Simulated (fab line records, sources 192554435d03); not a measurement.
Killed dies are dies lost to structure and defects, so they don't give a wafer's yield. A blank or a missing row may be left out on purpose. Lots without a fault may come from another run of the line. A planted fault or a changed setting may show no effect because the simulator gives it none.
Split-lot experiment | flow n5_finfet | 7 lots, 21 wafers read, on a route of 1938 steps

THE SPLIT
At N5_FIN_SAQP_HM_DEP_03 (deposits SiNx from SiH4/NH3/N2, target thk 38 nm, time 33.6 s), the setting time_s was moved away from the recipe's 33.6 s on 7 of the 21 wafers read, by -12.2% to +8.4%. The other wafers ran this setting at the recipe's value.

FROM THE SPLIT TO THE READING: what the file shows between them, 11 steps
- N5_FIN_SAQP_THK_MEAS_05
- N5_FIN_SAQP_COAT_10: resist thk 90 nm (also split here: spin_rpm)
- N5_FIN_SAQP_EBR_12
- N5_FIN_SAQP_SOFTBAKE_11: time 60 s
- N5_FIN_SAQP_DESCUM_21: chemistry O2, time 7.9 s
- N5_FIN_SAQP_ETCH_51: etches SiARC in CF4, target depth 45.5 nm, time 75.8 s
- N5_FIN_SAQP_ETCH_52: etches SOC in N2/H2, target depth 100 nm, overetch 20 nm, time 150 s
- N5_FIN_SAQP_STRIP_53: strips in N2/H2
- N5_FIN_SAQP_SPACER2_ALD_28: deposits SiO2, target thk 8.1 nm, pulse time 1 s, purge time 2 s
- N5_FIN_SAQP_SPACER2_ETCHBACK_29: etches SiO2 in CHF3/O2, target depth 12.2 nm, time 6.1 s
- N5_FIN_SAQP_MANDREL2_REMOVE_60: chemistry HBr/Cl2/O2, target a-Si, stops on SiNx, bt time 10 s

THE READING
etch.depth_nm (the simulator's own value, which no gauge read), in nm, at N5_FIN_SAQP_HM_OPEN_33 (chemistry CH3F/O2, target SiNx, target depth 49.4 nm, time 70.6 s). The file gives no usual value for it. The 14 wafers here that ran the recipe average 37.03 nm, standard deviation 0.32 nm.

wafer  | tool, chamber at the split | time_s as run, s | against the recipe | etch.depth_nm, nm | against lot-mates on the recipe
L075.2 | pecvd-02, 2                | 33.6             | recipe             | 36.65             | -
L075.3 | pecvd-02, 0                | 33.6             | recipe             | 36.85             | -
L075.4 | pecvd-02, 0                | 29.49            | -12.2%             | 32.65             | -4.10
L077.3 | pecvd-02, 0                | 33.6             | recipe             | 36.35             | -
L077.4 | pecvd-02, 1                | 33.6             | recipe             | 37.24             | -
L077.6 | pecvd-02, 2                | 36.16            | +7.6%              | 39.8              | +3.00
L080.3 | pecvd-04, 1                | 33.6             | recipe             | 36.88             | -
L080.4 | pecvd-04, 1                | 33.6             | recipe             | 37.41             | -
L080.6 | pecvd-04, 2                | 36.42            | +8.4%              | 40.09             | +2.95
L084.1 | pecvd-02, 0                | 32.25            | -4.0%              | 35.16             | -1.91
L084.3 | pecvd-02, 0                | 32.25            | -4.0%              | 36.04             | -1.03
L084.5 | pecvd-02, 0                | 33.6             | recipe             | 37.07             | -
L092.1 | pecvd-02, 1                | 33.6             | recipe             | 37.68             | -
L092.3 | pecvd-02, 2                | 33.6             | recipe             | 37.12             | -
L092.6 | pecvd-02, 2                | 35.09            | +4.4%              | 39.54             | +2.14
L095.1 | pecvd-01, 2                | 33.6             | recipe             | 37.14             | -
L095.3 | pecvd-01, 0                | 33.6             | recipe             | 36.71             | -
L095.6 | pecvd-01, 0                | 33.6             | recipe             | 37.29             | -
L096.2 | pecvd-01, 2                | 33.6             | recipe             | 36.92             | -
L096.3 | pecvd-01, 1                | 33.6             | recipe             | 37.05             | -
L096.4 | pecvd-01, 1                | 35.37            | +5.3%              | 39.77             | +2.79

THE FIT
A straight line over all 21 wafers: etch.depth_nm changes by +0.383 nm for each +1% of time_s; r = +0.97; the points scatter about the line by 0.4 nm.
The same after taking each lot's own level away (the mean of its wafers on the recipe; 21 wafers): +0.372 nm for each +1%; r = +0.98; scatter 0.35 nm.
On that fit, the largest move of time_s shifts the reading by 4.6 nm.
The lots' own levels span 36.750 to 37.400 nm, that is 2.0 times the standard deviation above.
So the lot-to-lot level changes the slope little: the two slopes agree.
Check: with one of the wafers moved furthest among these (-12.2%) left out of the fit, the line predicts -4.82 nm for it against its lot-mates. It came out at -4.1 nm against them.

OTHER SPLITS ON THESE WAFERS
These wafers also went through other splits before the reading. Each is held against what the fit with the lots' levels taken away leaves over:
other split on the same wafers | wafers away from the commonest value | r with etch.depth_nm (lot level and that fit taken away)
N5_FIN_SAQP_COAT_10 spin_rpm   | 10                                   | -0.05

THE WHOLE CHAIN: every reading that the file lists as answering this split, in the file's order
step                           | what it does                                                      | reading                                                                            | change (the file's fit)               | r (the file's)
N5_FIN_SAQP_HM_DEP_03          | deposits SiNx from SiH4/NH3/N2, target thk 38 nm, time 33.6 s     | SiNx_of_FIN_SAQP_HM_DEP_03.thk_nm (the simulator's own value, which no gauge read) | +0.376 nm for each +1% of the setting | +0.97
N5_FIN_SAQP_THK_MEAS_05        |                                                                   | thk_nm                                                                             | withheld for each +1% of the setting  | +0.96
N5_FIN_SAQP_MANDREL2_REMOVE_60 | chemistry HBr/Cl2/O2, target a-Si, stops on SiNx, bt time 10 s    | SiNx_of_FIN_SAQP_HM_DEP_03.thk_nm (the simulator's own value, which no gauge read) | +0.373 nm for each +1% of the setting | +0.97
N5_FIN_SAQP_HM_OPEN_33         | chemistry CH3F/O2, target SiNx, target depth 49.4 nm, time 70.6 s | etch_rf_on_time_s                                                                  | withheld for each +1% of the setting  | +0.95
N5_FIN_SAQP_HM_OPEN_33         | chemistry CH3F/O2, target SiNx, target depth 49.4 nm, time 70.6 s | etch.depth_nm (the simulator's own value, which no gauge read)                     | +0.374 nm for each +1% of the setting | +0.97

THE FILE'S OWN FIT
etch.depth_nm changes by +0.374 nm for each +1% of time_s, r = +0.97.
